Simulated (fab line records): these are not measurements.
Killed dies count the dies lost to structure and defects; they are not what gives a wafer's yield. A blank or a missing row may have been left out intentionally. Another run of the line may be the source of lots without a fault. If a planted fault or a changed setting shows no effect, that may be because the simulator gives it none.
Which tool is to blame?    flow n5 finfet    11 lots, 28 wafers sampled, at 5 steps of a route of 1938

== WHAT THE GAUGES READ, wafer by wafer ==
N5_BEOL_M4_RC_MEAS_101. Usual: DIBL_N 36.3 mV/V, standard deviation 1.7; DIBL_P 36.0 mV/V, standard deviation 1.9; IOFF_N 0.156 nA/um, standard deviation 0.028; IOFF_P 0.21 nA/um, standard deviation 0.036; ION_N 675 uA/um, standard deviation 11; ION_P 463 uA/um, standard deviation 7.8; SS_N 71.6 mV/dec, standard deviation 0.59; SS_P 73.2 mV/dec, standard deviation 0.63; VT_N 250 mV, standard deviation 3.1; VT_P -251 mV, standard deviation 3.4.
lot   measured      on         DIBL_N (mV/V)   DIBL_P (mV/V)   IOFF_N (nA/um)     IOFF_P (nA/um)  ION_N (uA/um)  ION_P (uA/um)  SS_N (mV/dec)   SS_P (mV/dec)   VT_N (mV)    VT_P (mV)       flag
L648  day 8 16:44   prober-02  38.1 34.3 36.9  37.9 32.5 36.6  0.190 0.127 0.170  0.24 0.17 0.22  682 680 688    470 463 466    71.2 70.5 71.9  73.5 72.5 73.9  248 251 250  -252 -256 -253  
L652  day 9 18:32   prober-01  37.0 37.8 36.4  37.0 38.1 35.9  0.159 0.195 0.144  0.22 0.26 0.20  675 691 662    461 475 458    71.3 71.4 72.1  73.8 73.9 73.5  248 245 250  -247 -244 -249  
L653  day 9 12:40   prober-02  34.3 34.4 38.4  33.6 34.0 38.9  0.128 0.122 0.192  0.17 0.17 0.25  674 663 678    460 451 458    70.8 71.3 72.2  72.6 73.4 74.0  253 252 247  -251 -254 -249  
L657  day 11 05:25  prober-02  34.0 34.4       32.4 34.6       0.127 0.136        0.17 0.20       656 670        457 470        70.6 71.2       72.5 73.0       253 252      -252 -252       
L658  day 11 10:50  prober-02  36.5 37.8       35.3 36.9       0.171 0.193        0.25 0.27       693 691        481 480        72.3 72.7       73.4 74.0       246 246      -245 -246       
L659  day 11 08:19  prober-02  36.5 36.7 38.2  37.7 37.9 39.8  0.165 0.153 0.193  0.19 0.19 0.23  676 670 677    454 458 462    72.8 71.7 71.7  72.5 73.7 73.6  252 251 246  -251 -252 -251  
L660  day 11 13:23  prober-01  34.1 37.0       36.0 38.6       0.121 0.166        0.21 0.26       667 679        466 474        70.9 72.2       73.4 74.2       255 252      -247 -245       
L662  day 11 21:04  prober-02  34.7 34.9 35.6  35.2 35.9 35.2  0.133 0.141 0.151  0.18 0.19 0.18  671 669 667    453 463 458    71.5 71.5 71.8  73.1 73.3 73.2  253 252 254  -251 -254 -253  
L663  day 12 08:28  prober-01  37.2 37.4       37.6 36.7       0.184 0.170        0.22 0.21       696 676        467 463        72.2 71.3       74.1 73.6       248 248      -251 -248       
L664  day 12 16:44  prober-02  34.3 35.0 38.6  33.0 33.9 39.0  0.118 0.126 0.200  0.17 0.17 0.26  655 660 683    451 457 467    70.8 71.0 71.6  72.6 72.8 74.1  254 254 245  -255 -253 -248  
L668  day 14 08:32  prober-01  36.5 41.0       35.5 40.2       0.142 0.249        0.22 0.32       667 689        466 478        71.1 72.7       72.7 74.6       250 242      -247 -245       

== EACH LOT AND THE TOOL THAT RAN IT (in order: tool; ch and the chambers of the sampled wafers; start) ==
lot   N5_BEOL_M0_SAQP_SPACER1_ALD_98     N5_BEOL_M0_SAQP_ETCH_102          N5_BEOL_M0_SAQP_ETCH_106            N5_BEOL_M0_SAQP_ETCH_107
L648  ald sin-01 ch 0,2, day 6 13:32     rie si-04 ch 0,1,2, day 6 14:21   rie diel-04 ch 0,1,3, day 6 14:55   rie diel-04 ch 0,1,3, day 6 14:58
L652  ald sin-04 ch 0,1,3, day 7 10:16   rie si-03 ch 0,2, day 7 11:21     rie diel-04 ch 0,2,3, day 7 11:59   rie diel-04 ch 0,2,3, day 7 12:03
L653  ald sin-04 ch 0,1,3, day 7 13:10   rie si-02 ch 0,1,2, day 7 14:09   rie diel-06 ch 0,1,3, day 7 14:43   rie diel-06 ch 0,1,3, day 7 14:46
L657  ald sin-01 ch 0,3, day 8 21:47     rie si-03 ch 2,3, day 8 22:37     rie diel-03 ch 0, day 8 23:10       rie diel-03 ch 0, day 8 23:14
L658  ald sin-04 ch 0,1, day 9 00:09     rie si-04 ch 1,3, day 9 01:03     rie diel-03 ch 0,2, day 9 01:37     rie diel-03 ch 0,2, day 9 01:41
L659  ald sin-01 ch 1,2,3, day 9 04:09   rie si-03 ch 0,2,3, day 9 04:58   rie diel-04 ch 0,2,3, day 9 05:32   rie diel-04 ch 0,2,3, day 9 05:36
L660  ald sin-03 ch 3, day 9 06:57       rie si-04 ch 0,1, day 9 08:04     rie diel-03 ch 0,2, day 9 08:37     rie diel-03 ch 0,2, day 9 08:41
L662  ald sin-04 ch 0,2,3, day 9 18:39   rie si-04 ch 1,2,3, day 9 19:28   rie diel-06 ch 1,2,3, day 9 20:02   rie diel-06 ch 1,2,3, day 9 20:05
L663  ald sin-03 ch 3, day 10 00:14      rie si-03 ch 2,3, day 10 01:03    rie diel-06 ch 0, day 10 01:37      rie diel-06 ch 0, day 10 01:40
L664  ald sin-04 ch 1,2,3, day 10 02:59  rie si-03 ch 0,2,3, day 10 03:49  rie diel-06 ch 0,2,3, day 10 04:23  rie diel-06 ch 0,2,3, day 10 04:26
L668  ald sin-01 ch 1,3, day 11 06:19    rie si-04 ch 2,3, day 11 07:07    rie diel-03 ch 1,2, day 11 07:41    rie diel-03 ch 1,2, day 11 07:45
- N5_BEOL_M0_SAQP_SPACER1_ALD_98: deposits SiO2, target thk 12.8 nm, pulse time 1 s, purge time 2 s.
- N5_BEOL_M0_SAQP_ETCH_102: etches SiO2 in CF4, target depth 4 nm, time 4.4 s.
- N5_BEOL_M0_SAQP_ETCH_106: etches SOC in N2/H2, stops on SiNx, target depth 150 nm.
- N5_BEOL_M0_SAQP_ETCH_107: etches SiNx in CH3F/O2, target depth 30 nm.

== WHAT THE TOOLS THEMSELVES READ (means of the sampled wafers that have a number; where no wafer has one, the mark that the record gives instead) ==
N5_BEOL_M0_SAQP_SPACER1_ALD_98. Usual: heater power w 478 W, standard deviation 63; precursor pulse height rel 1.000, standard deviation 0.021; susceptor temp C 300.00 C, standard deviation 0.19.
lot   tool        heater power w (W)  precursor pulse height rel  susceptor temp C (C)  flag
L648  ald sin-01  483                 1.006                       300.01                
L652  ald sin-04  487                 1.004                       300.04                
L653  ald sin-04  483                 1.002                       299.91                
L657  ald sin-01  476                 1.007                       299.99                
L658  ald sin-04  486                 1.010                       300.11                
L659  ald sin-01  449                 0.982                       299.88                
L660  ald sin-03  516                 0.988                       299.72                
L662  ald sin-04  445                 1.000                       303.86                OFF
L663  ald sin-03  509                 0.972                       300.16                
L664  ald sin-04  395                 0.989                       303.88                OFF
L668  ald sin-01  441                 1.001                       299.84                

N5_BEOL_M0_SAQP_ETCH_102. Usual: drypump motor current A 5.8 A, standard deviation 0.39; oes product au 1.008 a.u., standard deviation 0.016; throttle valve pct 21.79 %, standard deviation 0.28.
lot   tool       drypump motor current A (A)  oes product au (a.u.)  throttle valve pct (%)  flag
L648  rie si-04  5.8                          0.999                  21.97                   
L652  rie si-03  5.6                          1.025                  21.56                   
L653  rie si-02  5.8                          1.005                  21.66                   
L657  rie si-03  5.7                          0.994                  21.98                   
L658  rie si-04  5.6                          1.014                  21.72                   
L659  rie si-03  5.6                          1.015                  21.74                   
L660  rie si-04  5.6                          1.002                  21.94                   
L662  rie si-04  5.7                          1.007                  21.82                   
L663  rie si-03  5.7                          1.002                  21.97                   
L664  rie si-03  5.6                          1.007                  21.73                   
L668  rie si-04  6.0                          1.007                  21.84                   

N5_BEOL_M0_SAQP_ETCH_106. Usual: drypump motor current A 5.7 A, standard deviation 0.55; oes product au 0.82 a.u., standard deviation 0.094; rf vpp V 241.5 V, standard deviation 1.5; showerhead plenum p Torr 2.61 Torr, standard deviation 0.087; throttle valve pct 17.74 %, standard deviation 0.25.
lot   tool         drypump motor current A (A)  oes product au (a.u.)  rf vpp V (V)  showerhead plenum p Torr (Torr)  throttle valve pct (%)  flag
L648  rie diel-04  5.5                          0.83                   242.0         2.61                             17.66                   
L652  rie diel-04  5.8                          0.89                   241.1         2.63                             17.64                   
L653  rie diel-06  6.2                          0.79                   240.8         2.61                             17.85                   
L657  rie diel-03  5.9                          0.94                   243.1         2.69                             17.42                   
L658  rie diel-03  5.5                          0.81                   241.1         2.54                             17.69                   
L659  rie diel-04  5.8                          0.87                   242.4         2.63                             17.68                   
L660  rie diel-03  5.5                          0.82                   240.8         2.54                             17.68                   
L662  rie diel-06  6.1                          0.78                   241.4         2.56                             17.77                   
L663  rie diel-06  5.9                          0.88                   240.9         2.61                             17.68                   
L664  rie diel-06  5.8                          0.84                   240.2         2.55                             17.60                   
L668  rie diel-03  5.2                          0.69                   240.1         2.52                             18.05                   

N5_BEOL_M0_SAQP_ETCH_107. Usual: drypump motor current A 5.7 A, standard deviation 0.55; oes product au 0.84 a.u., standard deviation 0.099; rf vpp V 298 V, standard deviation 5.1; showerhead plenum p Torr 2.05 Torr, standard deviation 0.067; throttle valve pct 16.25 %, standard deviation 0.2.
lot   tool         drypump motor current A (A)  oes product au (a.u.)  rf vpp V (V)  showerhead plenum p Torr (Torr)  throttle valve pct (%)  flag
L648  rie diel-04  5.5                          0.84                   299           2.06                             16.21                   
L652  rie diel-04  5.8                          0.92                   299           2.07                             16.18                   
L653  rie diel-06  6.2                          0.80                   298           2.04                             16.30                   
L657  rie diel-03  5.9                          0.96                   296           2.13                             16.04                   
L658  rie diel-03  5.5                          0.82                   300           2.01                             16.31                   
L659  rie diel-04  5.8                          0.88                   298           2.07                             16.22                   
L660  rie diel-03  5.5                          0.82                   300           2.01                             16.32                   
L662  rie diel-06  6.1                          0.78                   294           2.01                             16.23                   
L663  rie diel-06  5.9                          0.89                   304           2.05                             16.20                   
L664  rie diel-06  5.7                          0.84                   299           2.01                             16.12                   
L668  rie diel-03  5.2                          0.70                   303           1.97                             16.53                   

== THE ANSWER, worked out from the rows above alone ==
Rule: a lot counts as off when the mean over its wafers that have a number is more than 3 standard deviations away from the usual mean. A lot without any number at a reading at which 4 lots or more have one is off too. The other lots that the step has rows for count as sound. Order of review: gauges by route order, followed by the tools' own readings, for which a lot's mean as printed above is used. The first step at which some lot is off is used, and at that step the reading that is off furthest; a lot without a number counts as furthest.
Off: L662, L664, at N5_BEOL_M0_SAQP_SPACER1_ALD_98 (susceptor temp C).
A tool fits if, at that step or a process step before it, it ran every lot that is off, and no sound lot after the first of them. One fits: N5_BEOL_M0_SAQP_SPACER1_ALD_98 on ald sin-04. A fault onset in the window from L658 (day 9 00:09, its last sound lot) to L662 (day 9 18:39, its first lot off) fits.
The tool's own readings at N5_BEOL_M0_SAQP_SPACER1_ALD_98 bear it out: on the lots that are off they differ by more than 5 times the standard deviation of the sound lots' means. susceptor temp C reads 303.87 C there against 299.96 C on the sound lots.

== WHAT HAD BEEN PUT IN BY THE SIMULATOR ==
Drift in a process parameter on ald sin-04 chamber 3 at N5_BEOL_M0_SAQP_SPACER1_ALD_98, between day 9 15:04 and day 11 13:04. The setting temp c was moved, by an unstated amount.
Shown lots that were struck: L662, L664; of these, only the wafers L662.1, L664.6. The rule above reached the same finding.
